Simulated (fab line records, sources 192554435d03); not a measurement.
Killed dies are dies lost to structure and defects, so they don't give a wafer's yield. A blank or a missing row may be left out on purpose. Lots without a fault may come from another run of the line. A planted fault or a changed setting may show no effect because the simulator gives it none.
Problem report in the 8D (eight disciplines) form, filled by code | flow n5_finfet | the parts of the form that need people (team, actions taken, sign-off) are left out

1. THE PROBLEM
raw_defect_count at N5_BEOL_M6_INSPECT_58 reads a mean of 519 on 1 wafer of 1 lot; wafers without a fault read 77 with a standard deviation of 28. That is +16 standard deviations from the usual mean.
The step: inspects for defects (darkfield).
First seen on wafer L768.2, day 12 03:56, on defect_inspect-01. The record holds 9 wafers of 3 lots with a number at this step. Rule for "out", or "out of limits": more than 4 standard deviations from the usual mean. The other wafers with a number count as sound.

2. WHAT IT IS AND WHAT IT IS NOT
question                    | is                | is not
which readings at this step | raw_defect_count  | -
which lots                  | L768              | L755, L769
which wafers of those lots  | L768.2            | L768.1, L768.5
read on which gauges        | defect_inspect-01 | defect_inspect-02
when                        | from day 12 03:56 | up to then (5 sound wafers); but 3 sound wafers of L769 came after

3. SUSPECTS, AND WHAT RULES EACH OUT
Counting: a tool at a process step up to the reading stays a suspect if it ran every lot that is out. Sound lots after the first of them don't rule it out here, since some wafers of a struck lot are sound.
- the gauge at N5_BEOL_M6_INSPECT_58: ruled out. All the wafers that are out were read on defect_inspect-01, but those of them that N5_BEOL_M7_INSPECT_30 has rows for are out there too, on other tools.
- cmp-02 at N5_BEOL_M6_CMP_52 (polishes, stops on SiCOH lowk, t overpolish 6.9 s, target thk 80 nm): kept. It ran the lot that is out, L768 (day 12 03:29); its last sound lot up to then is L755 (day 9 02:54).
- Within cmp-02 at N5_BEOL_M6_CMP_52: the wafers that are out ran in chamber 0; their sound lot-mates ran in chambers 2, 3.
Left after counting: cmp-02 at N5_BEOL_M6_CMP_52.

4. THE CAUSE (what the simulator had put in)
Chamber particle source: cmp-02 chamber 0, from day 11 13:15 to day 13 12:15, at N5_BEOL_M6_CMP_52. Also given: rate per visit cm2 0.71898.
Counting left only this tool.

5. THE CHAIN OF EFFECTS, in route order
Each row: a reading whose mean over the struck wafers that have a number lies more than 3 standard deviations from the usual. Only readings for which the record gives a usual standard deviation are gone through. hours: the time from each lot's start at the first step in this table that gives one to its start at this step, as a median over the lots. sigmas: the change in usual standard deviations.
hours | step                    | reading              | usual  | on struck wafers | change | sigmas
0     | N5_BEOL_M6_INSPECT_58   | raw_defect_count     | 77     | 519              | +442   | +16
2     | N5_BEOL_M7_INSPECT_13   | raw_defect_count     | 428    | 821              | +393   | +5.0
4     | N5_BEOL_M7_INSPECT_30   | raw_defect_count     | 424    | 922              | +498   | +5.6
89    | N5_PASSIVATION_PROBE_49 | defect_limited_yield | 91.5 % | 64.0             | -27.5  | -20
89    | N5_PASSIVATION_PROBE_49 | killed_at_M4_up      | 13     | 368              | +355   | +67
89    | N5_PASSIVATION_PROBE_49 | killed_dies          | 100    | 425              | +325   | +19
89    | N5_PASSIVATION_PROBE_49 | killed_on_rim        | 13     | 57               | +44    | +11
89    | N5_PASSIVATION_PROBE_49 | sort_bin_5_function  | 5.0 %  | 23.0             | +18.0  | +19
89    | N5_PASSIVATION_PROBE_49 | sort_bin_6_memory    | 3.2 %  | 10.6             | +7.4   | +11
89    | N5_PASSIVATION_PROBE_49 | sort_n_pass          | 1080   | 755              | -325   | -19
89    | N5_PASSIVATION_PROBE_49 | sort_yield_pct       | 91.5 % | 64.0             | -27.5  | -20
The process steps in it:
- N5_PASSIVATION_PROBE_49

6. WHAT WOULD HAVE CAUGHT IT SOONER
In this record the first reading out of limits at a measuring or inspecting step was taken at day 12 03:56, 15 hours after the fault began at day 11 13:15.
Of the tool readings at N5_BEOL_M6_CMP_52 for which the record gives a usual standard deviation, none was out on any struck wafer, so an alarm limit of 4 standard deviations on them would not have fired.
All the lots that are out (1) had begun N5_BEOL_M6_CMP_52 on cmp-02 by day 12 03:56. A hold on the tool at that time would have spared none of them.
